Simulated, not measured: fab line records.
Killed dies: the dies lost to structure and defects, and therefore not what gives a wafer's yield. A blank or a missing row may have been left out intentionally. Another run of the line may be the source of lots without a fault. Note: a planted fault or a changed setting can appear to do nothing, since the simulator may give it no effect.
Chamber matching :: flow n5 finfet :: N5_BEOL_M13_TRENCH_ETCH_34 on rie diel-02 has 4 sister chambers
The step etches SiOC in C4F8/O2/Ar, target depth 413.47 nm, time 162.6 s. 4 wafers are shown with their chamber, then 9 later ones without.

## WAFERS PAIRED WITH THEIR CHAMBERS
wafer: L087.3
chamber: 3
showerhead plenum p Torr (Torr): 3.49

wafer: L090.3
chamber: 0
showerhead plenum p Torr (Torr): 3.37

wafer: L090.4
chamber: 2
showerhead plenum p Torr (Torr): 3.32

wafer: L090.6
chamber: 1
showerhead plenum p Torr (Torr): 3.35

## WAFERS WITH NO CHAMBER GIVEN
wafer: L092.1
showerhead plenum p Torr (Torr): 3.48

wafer: L092.2
showerhead plenum p Torr (Torr): 3.34

wafer: L092.3
showerhead plenum p Torr (Torr): 3.36

wafer: L095.1
showerhead plenum p Torr (Torr): 3.32

wafer: L095.4
showerhead plenum p Torr (Torr): 3.32

wafer: L095.5
showerhead plenum p Torr (Torr): 3.36

wafer: L094.1
showerhead plenum p Torr (Torr): 3.32

wafer: L094.4
showerhead plenum p Torr (Torr): 3.36

wafer: L094.6
showerhead plenum p Torr (Torr): 3.32

## THE CHAMBER EACH PASSED THROUGH
wafer: L092.1
from the rows above: 3
in truth: 3

wafer: L092.2
from the rows above: can't be placed: 1 or 2
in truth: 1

wafer: L092.3
from the rows above: can't be placed: 1 or 0
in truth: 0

wafer: L095.1
from the rows above: 2
in truth: 2

wafer: L095.4
from the rows above: 2
in truth: 2

wafer: L095.5
from the rows above: can't be placed: 1 or 0
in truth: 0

wafer: L094.1
from the rows above: 2
in truth: 2

wafer: L094.4
from the rows above: can't be placed: 1 or 0
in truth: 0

wafer: L094.6
from the rows above: 2
in truth: 2
Correct placement for 5 of the 9. Unplaceable from these rows: 4, with the true chamber sitting among the candidates in 4. Number placed wrongly: 0.
How it was worked out, from the rows above alone: a wafer's distance from a chamber is the root of the sum, over the readings, of the square of ((its reading less the chamber's mean) divided by the reading's scatter). If the next closest chamber is less than 2 further off than the closest, the wafer can't be placed; otherwise it belongs to the closest. For every chamber, the mean is computed from those of its wafers that are shown. The scatter (one wafer shown for each chamber): square how far every hidden wafer sits from the nearest shown wafer, average those squares and take the square root.
